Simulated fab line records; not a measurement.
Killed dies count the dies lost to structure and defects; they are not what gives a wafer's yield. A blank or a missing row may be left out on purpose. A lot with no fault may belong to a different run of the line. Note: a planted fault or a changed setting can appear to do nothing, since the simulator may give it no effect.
Matching of chambers / flow n5Finfet / 4 sister chambers for N5_BEOL_M12_DESCUM_15 on rieDiel-01
The step chemistry O2, time 7.9 s. 4 wafers are shown with their chamber, then 7 later ones without.

== WAFERS PAIRED WITH THEIR CHAMBERS ==
wafer=L083.4; chamber=0; showerheadPlenumPTorr (Torr)=2.03
wafer=L085.5; chamber=2; showerheadPlenumPTorr (Torr)=2.21
wafer=L089.1; chamber=3; showerheadPlenumPTorr (Torr)=2.11
wafer=L089.3; chamber=1; showerheadPlenumPTorr (Torr)=2.13

== WAFERS WHOSE CHAMBER IS MISSING ==
wafer=L089.4; showerheadPlenumPTorr (Torr)=2.03
wafer=L087.1; showerheadPlenumPTorr (Torr)=2.11
wafer=L087.5; showerheadPlenumPTorr (Torr)=2.21
wafer=L087.6; showerheadPlenumPTorr (Torr)=2.11
wafer=L091.1; showerheadPlenumPTorr (Torr)=2.12
wafer=L091.2; showerheadPlenumPTorr (Torr)=2.11
wafer=L091.4; showerheadPlenumPTorr (Torr)=2.21

== THE CHAMBER EACH PASSED THROUGH ==
wafer=L089.4; from the rows above=0; in truth=0
wafer=L087.1; from the rows above=3; in truth=3
wafer=L087.5; from the rows above=2; in truth=2
wafer=L087.6; from the rows above=3; in truth=3
wafer=L091.1; from the rows above=can't be placed: 1 or 3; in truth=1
wafer=L091.2; from the rows above=3; in truth=3
wafer=L091.4; from the rows above=2; in truth=2
Placed correctly: 6 of 7. From these rows, 1 cannot be placed; in 1 the true chamber is one of the candidates. 0 placed wrongly.
How it was worked out, from the rows above alone: a wafer's distance from a chamber is the root of the sum, over the readings, of the square of ((its reading less the chamber's mean) divided by the reading's scatter). The wafer belongs to the nearest chamber; if the next one is less than 2 further off, it can't be placed. A chamber's mean is the mean of its shown wafers. The scatter (one wafer shown for each chamber): square how far every hidden wafer sits from the nearest shown wafer, average those squares and take the square root.
